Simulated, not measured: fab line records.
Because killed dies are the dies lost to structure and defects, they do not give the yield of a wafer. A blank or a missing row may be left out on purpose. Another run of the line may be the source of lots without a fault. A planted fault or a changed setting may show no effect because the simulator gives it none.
fab line records -- flow n5-finfet -- part 2 of 2: steps 5 to 6 of 6
[record] lots = 24, wafers = 72, last-day = 19
route steps=1938 shown MOL_CONTACT_COAG@603 BEOL_M0_SAQP@633
lots untouched by any fault: they come from a run of this same line in which no faults occurred
start-h: start of the lot's first displayed wafer, in hours after the record's first day -- wait-h: how many hours have passed since the lot's step before this one -- " the same as in the row above -- L1.1+2: several wafers, shown together as one row -- - no value, or no start was given -- * or withheld: withheld -- < > ~ a bound
route shown NAME@n: a module of which the file shows steps, and the number in the route of the first -- usual: mean/standard deviation of fault-free wafers -- same: alike in all rows -- chamber/n: place in a boat -- sites: per-site readings -- _std_site: the standard deviation of these -- _edge_site: inner sites' mean taken away from outer sites' mean -- radius-mm: how far each site lies from the wafer's centre -- mask NAME#n: copy n -- behind: the last tool/chamber to shape the wafer -- hold: why the lot went on hold/how many hours it stayed there/how the hold came to an end -- device: whichever transistor did not switch (one of n, p or np) -- end of line: tests run on the same wafers once the route is complete -- for a step that has no rows: nothing shown but its recipe -- killed: at the first sort, the dies lost to defects and structure; wafer yield is something else -- map: per-die view of a wafer (x killed, . not killed, _ where there is no die)
set.NAME: the setting the step ran with; set.NAME@STEP: the setting that earlier step ran with -- model.NAME: the simulator's own value behind a step, which no gauge read
steps of the route over a sample of lots; a table a step, a row a wafer
services: the hour from which a tool's chamber was out of use, counted from the record's first day as start-h (under 0 if before that day), plus the number of hours and why
[[steps]]
[step N5_BEOL_M0_SAQP_ALD_48]
[recipe] material = SiO2, target-thk-a = 200, temp-c = 100, ald-precursor-family = BDEAS, ald-co-reactant = O2-plasma, pulse-time-s = 1, co-reactant-pulse-time-s = 1, purge-time-s = 2, co-reactant-purge-time-s = 2, ald-cycles = 139, pressure-torr = 2
[usual] heater-power-w = 76/4.5, precursor-pulse-height-rel = 1.003/0.02
[same] ald-cycles = 139
lot.wafer,tool,chamber,start-h,wait-h,heater-power-w,precursor-pulse-height-rel
L074.1,ald-sin-02,1,108.95,0.0,69,1.016
L074.3,ald-sin-02,2,108.95,0.0,81,0.950
L074.5,ald-sin-02,0,108.95,0.0,83,0.988
L075.1,ald-sin-02,0,120.95,0.0,85,1.011
L075.3,ald-sin-02,3,120.95,0.0,78,1.021
L075.6,ald-sin-02,0,120.95,0.0,84,0.993
L076.2,ald-sin-02,0,123.52,0.0,83,0.988
L076.3,ald-sin-02,2,123.52,0.0,83,1.008
L076.5,ald-sin-02,0,123.52,0.0,85,0.993
L077.2,ald-sin-02,0,128.31,0.0,85,1.026
L077.4,ald-sin-02,3,128.31,0.0,76,1.000
L077.6,ald-sin-02,3,128.31,0.0,76,1.003
L078.1,ald-sin-01,2,137.71,0.3,78,0.984
L078.4,ald-sin-01,3,137.71,0.3,77,0.977
L078.6,ald-sin-01,1,137.71,0.3,74,0.984
L079.1,ald-sin-04,0,141.65,0.0,79,1.037
L079.2,ald-sin-04,2,141.65,0.0,78,0.979
L079.4,ald-sin-04,1,141.65,0.0,71,1.007
L080.1,ald-sin-01,0,148.38,0.0,72,1.015
L080.3,ald-sin-01,3,148.38,0.0,75,0.984
L080.4,ald-sin-01,1,148.38,0.0,74,0.983
L081.2,ald-sin-02,3,153.88,0.0,77,0.972
L081.4,ald-sin-02,2,153.88,0.0,82,1.030
L081.6,ald-sin-02,1,153.88,0.0,70,1.001
L082.1,ald-sin-02,0,160.01,0.0,83,1.005
L082.4,ald-sin-02,3,160.01,0.0,75,0.991
L082.6,ald-sin-02,1,160.01,0.0,70,1.016
L083.1,ald-sin-01,3,166.60,0.0,78,0.994
L083.2,ald-sin-01,0,166.60,0.0,71,1.004
L083.5,ald-sin-01,3,166.60,0.0,75,1.013
L084.2,ald-sin-01,3,171.91,0.0,76,1.015
L084.4,ald-sin-01,0,171.91,0.0,74,0.967
L084.5,ald-sin-01,2,171.91,0.0,79,0.959
L085.2,ald-sin-02,1,183.21,0.7,68,1.012
L085.4,ald-sin-02,3,183.21,0.7,77,1.002
L085.6,ald-sin-02,1,183.21,0.7,70,1.028
L086.2,ald-sin-01,2,187.45,0.0,80,0.994
L086.4,ald-sin-01,3,187.45,0.0,77,1.012
L086.5,ald-sin-01,3,187.45,0.0,75,1.013
L087.3,ald-sin-01,3,191.42,0.0,75,1.018
L087.4,ald-sin-01,2,191.42,0.0,79,0.950
L087.5,ald-sin-01,3,191.42,0.0,77,0.989
L088.1,ald-sin-02,0,194.06,0.1,82,1.017
L088.2,ald-sin-02,3,194.06,0.1,78,1.010
L088.5,ald-sin-02,2,194.06,0.1,79,0.990
L089.1,ald-sin-02,3,199.03,0.0,78,0.988
L089.2,ald-sin-02,1,199.03,0.0,70,0.976
L089.4,ald-sin-02,0,199.03,0.0,84,1.026
L090.1,ald-sin-01,3,207.53,0.3,78,0.993
L090.4,ald-sin-01,0,207.53,0.3,72,0.981
L090.6,ald-sin-01,2,207.53,0.3,78,0.987
L091.1,ald-sin-01,3,211.59,0.0,73,0.992
L091.2,ald-sin-01,0,211.59,0.0,71,1.013
L091.4,ald-sin-01,2,211.59,0.0,81,0.994
L092.2,ald-sin-01,1,220.03,0.3,72,0.977
L092.3,ald-sin-01,2,220.03,0.3,77,0.985
L092.5,ald-sin-01,1,220.03,0.3,69,1.008
L093.2,ald-sin-01,0,223.87,0.0,71,1.021
L093.4,ald-sin-01,1,223.87,0.0,75,0.998
L093.6,ald-sin-01,0,223.87,0.0,72,1.020
L094.3,ald-sin-02,3,238.09,0.3,77,1.012
L094.4,ald-sin-02,2,238.09,0.3,81,1.007
L094.5,ald-sin-02,3,238.09,0.3,79,1.002
L095.1,ald-sin-01,1,241.22,0.5,74,1.012
L095.3,ald-sin-01,0,241.22,0.5,73,1.018
L095.4,ald-sin-01,0,241.22,0.5,72,0.984
L096.1,ald-sin-04,3,249.91,0.1,71,0.981
L096.3,ald-sin-04,0,249.91,0.1,79,0.987
L096.4,ald-sin-04,2,249.91,0.1,76,0.995
L097.1,ald-sin-04,1,252.60,0.0,72,1.031
L097.3,ald-sin-04,3,252.60,0.0,71,1.059
L097.6,ald-sin-04,1,252.60,0.0,73,1.020
[step N5_BEOL_M0_SAQP_STRIP_75]
[recipe] chemistry = CF4, resist = SiARC, power-w = 300, bias-power-w = 75, pressure-mtorr = 50, cf4-flow-sccm = 150, rf-frequency-hz = 6e+07
[usual] drypump-motor-current-A = 5.8/0.58, oes-product-au = 0.187/0.017, rf-vpp-V = 270.8/1.4, showerhead-plenum-p-Torr = 1.78/0.049, throttle-valve-pct = 13.57/0.19
lot.wafer,tool,chamber,start-h,wait-h,drypump-motor-current-A,oes-product-au,rf-hours-counter-h,rf-vpp-V,showerhead-plenum-p-Torr,throttle-valve-pct
L074.1,rie-diel-04,0,109.58,0.1,6.0,0.226,9,270.3,1.78,13.43
L074.3,rie-diel-04,2,109.58,0.1,5.2,0.171,174,269.0,1.71,13.65
L074.5,rie-diel-04,2,109.58,0.1,5.2,0.168,-,270.9,1.71,13.66
L075.1,rie-diel-06,3,121.58,0.1,4.9,0.178,133,272.5,1.80,13.63
L075.3,rie-diel-06,1,121.58,0.1,6.0,0.173,183,272.3,1.86,13.94
L075.6,rie-diel-06,1,121.58,0.1,6.0,0.164,-,272.8,1.86,13.92
L076.2,rie-diel-02,2,124.14,0.1,6.5,0.189,60,270.9,1.74,13.29
L076.3,rie-diel-02,0,124.14,0.1,5.4,0.209,35,273.7,1.82,13.26
L076.5,rie-diel-02,1,124.14,0.1,6.4,0.176,-,271.1,1.87,13.35
L077.2,rie-diel-04,1,128.98,0.1,5.1,0.215,23,272.1,1.81,13.48
L077.4,rie-diel-04,3,128.98,0.1,5.6,0.184,109,270.3,1.74,13.68
L077.6,rie-diel-04,2,128.98,0.1,5.2,0.171,-,268.5,1.71,13.66
L078.1,rie-diel-04,3,138.33,0.1,5.6,0.189,112,270.2,1.74,13.69
L078.4,rie-diel-04,1,138.33,0.1,5.1,0.206,26,273.3,1.81,13.47
L078.6,rie-diel-04,2,138.33,0.1,5.2,0.169,-,270.5,1.71,13.69
L079.1,rie-diel-02,2,142.34,0.1,6.5,0.187,65,268.9,1.74,13.30
L079.2,rie-diel-02,3,142.34,0.1,6.8,0.195,81,270.1,1.74,13.81
L079.4,rie-diel-02,1,142.34,0.1,6.4,0.170,149,272.0,1.87,13.38
L080.1,rie-diel-02,2,149.17,0.1,6.5,0.189,68,270.4,1.74,13.30
L080.3,rie-diel-02,0,149.17,0.1,5.4,0.206,44,271.0,1.82,13.30
L080.4,rie-diel-02,1,149.17,0.1,6.4,0.179,152,270.7,1.87,13.37
L081.2,rie-diel-02,3,154.51,0.1,6.8,0.189,85,270.4,1.74,13.82
L081.4,rie-diel-02,0,154.51,0.1,5.4,0.202,45,270.8,1.82,13.29
L081.6,rie-diel-02,0,154.51,0.1,5.4,0.204,-,272.0,1.82,13.30
L082.1,rie-diel-06,0,160.65,0.1,6.5,0.209,7,272.5,1.83,13.30
L082.4,rie-diel-06,0,160.65,0.1,6.5,0.218,-,273.1,1.83,13.29
L082.6,rie-diel-06,2,160.65,0.1,5.7,0.182,-,268.6,1.73,13.74
L083.1,rie-diel-02,1,167.27,0.1,6.4,0.170,158,274.0,1.86,13.39
L083.2,rie-diel-02,2,167.27,0.1,6.5,0.191,73,270.2,1.74,13.32
L083.5,rie-diel-02,3,167.27,0.1,6.8,0.188,-,270.3,1.74,13.81
L084.2,rie-diel-02,2,172.54,0.1,6.6,0.187,74,268.7,1.74,13.34
L084.4,rie-diel-02,0,172.54,0.1,5.4,0.207,50,273.4,1.81,13.31
L084.5,rie-diel-02,0,172.54,0.1,5.4,0.199,-,273.1,1.81,13.30
L085.2,rie-diel-04,1,183.83,0.1,5.1,0.206,40,272.7,1.81,13.51
L085.4,rie-diel-04,0,183.83,0.1,6.0,0.211,31,270.1,1.78,13.45
L085.6,rie-diel-04,1,183.83,0.1,5.1,0.196,-,270.7,1.81,13.52
L086.2,rie-diel-04,2,188.07,0.1,5.2,0.167,199,268.1,1.71,13.70
L086.4,rie-diel-04,3,188.07,0.1,5.6,0.185,127,269.4,1.74,13.72
L086.5,rie-diel-04,1,188.07,0.1,5.1,0.198,-,271.6,1.81,13.54
L087.3,rie-diel-04,3,192.09,0.1,5.5,0.178,128,269.1,1.74,13.72
L087.4,rie-diel-04,0,192.09,0.1,6.0,0.211,34,270.5,1.78,13.46
L087.5,rie-diel-04,2,192.09,0.1,5.2,0.165,-,270.6,1.71,13.70
L088.1,rie-diel-04,3,194.68,0.1,5.6,0.179,129,269.8,1.74,13.74
L088.2,rie-diel-04,0,194.68,0.1,6.0,0.216,35,270.9,1.78,13.48
L088.5,rie-diel-04,3,194.68,0.1,5.6,0.185,-,270.6,1.74,13.72
L089.1,rie-diel-06,0,199.66,0.1,6.5,0.213,19,270.2,1.83,13.32
L089.2,rie-diel-06,2,199.66,0.1,5.7,0.180,142,270.1,1.73,13.75
L089.4,rie-diel-06,0,199.66,0.1,6.4,0.210,-,272.1,1.83,13.33
L090.1,rie-diel-04,0,208.16,0.1,6.0,0.209,39,269.4,1.78,13.47
L090.4,rie-diel-04,1,208.16,0.1,5.1,0.194,48,271.7,1.81,13.54
L090.6,rie-diel-04,0,208.16,0.1,6.0,0.210,-,268.0,1.78,13.49
L091.1,rie-diel-06,0,212.22,0.1,6.5,0.207,23,271.3,1.82,13.34
L091.2,rie-diel-06,1,212.22,0.1,6.0,0.163,205,272.4,1.86,13.97
L091.4,rie-diel-06,2,212.22,0.1,5.7,0.174,146,269.6,1.73,13.77
L092.2,rie-diel-02,1,220.66,0.1,6.4,0.169,173,271.9,1.86,13.40
L092.3,rie-diel-02,0,220.66,0.1,5.4,0.204,65,273.7,1.81,13.33
L092.5,rie-diel-02,2,220.66,0.1,6.5,0.189,-,269.9,1.74,13.34
L093.2,rie-diel-04,0,224.54,0.1,6.0,0.209,44,270.8,1.77,13.47
L093.4,rie-diel-04,2,224.54,0.1,5.2,0.161,210,270.1,1.70,13.74
L093.6,rie-diel-04,2,224.54,0.1,5.2,0.162,-,269.5,1.70,13.73
L094.3,rie-diel-04,3,238.78,0.1,5.6,0.175,143,269.6,1.73,13.75
L094.4,rie-diel-04,1,238.78,0.1,5.1,0.195,55,271.8,1.80,13.54
L094.5,rie-diel-04,3,238.78,0.1,5.6,0.179,-,270.4,1.73,13.77
L095.1,rie-diel-06,0,241.84,0.1,6.5,0.197,31,271.1,1.82,13.34
L095.3,rie-diel-06,1,241.84,0.1,6.0,0.163,213,271.8,1.85,13.98
L095.4,rie-diel-06,3,241.84,0.1,4.9,0.174,172,270.5,1.79,13.72
L096.1,rie-diel-04,3,250.54,0.1,5.6,0.174,147,269.0,1.73,13.77
L096.3,rie-diel-04,1,250.54,0.1,5.1,0.203,58,272.8,1.80,13.56
L096.4,rie-diel-04,0,250.54,0.1,6.0,0.214,52,270.7,1.77,13.52
L097.1,rie-diel-02,3,253.23,0.1,6.8,0.176,114,271.5,1.73,13.88
L097.3,rie-diel-02,0,253.23,0.1,5.4,0.187,74,271.4,1.81,13.38
L097.6,rie-diel-02,1,253.23,0.1,6.4,0.172,-,271.5,1.86,13.44
[[services]]
tool,chamber,start-h,hours,kind
pecvd-02,2,82.04,24.3,repair
ald-sin-02,-,85.41,14.0,pm
rie-diel-02,3,119.82,11.3,repair
pecvd-03,-,120.84,0.8,pm
rie-diel-02,-,136.73,2.7,repair
pecvd-03,2,142.11,7.6,repair
rie-diel-04,-,153.50,0.6,repair
pecvd-03,-,154.55,6.0,pm
pecvd-01,0,157.27,29.6,repair
rie-diel-06,1,160.12,7.3,repair
rie-diel-03,2,165.53,5.8,repair
pecvd-01,-,180.22,1.5,repair
rie-diel-02,2,188.45,8.4,repair
rie-diel-05,0,191.10,10.4,repair
rie-diel-01,2,193.46,18.9,repair
rie-diel-06,1,198.28,9.6,repair
rie-diel-03,2,206.92,7.6,repair
rie-diel-04,-,216.50,0.6,repair
ald-sin-02,1,226.33,3.8,repair
rie-diel-02,1,227.08,8.1,repair
ald-sin-02,0,229.96,4.1,repair
rie-diel-04,1,232.09,5.6,repair
ald-sin-01,2,236.38,5.2,repair
ald-sin-01,-,245.95,6.1,pm
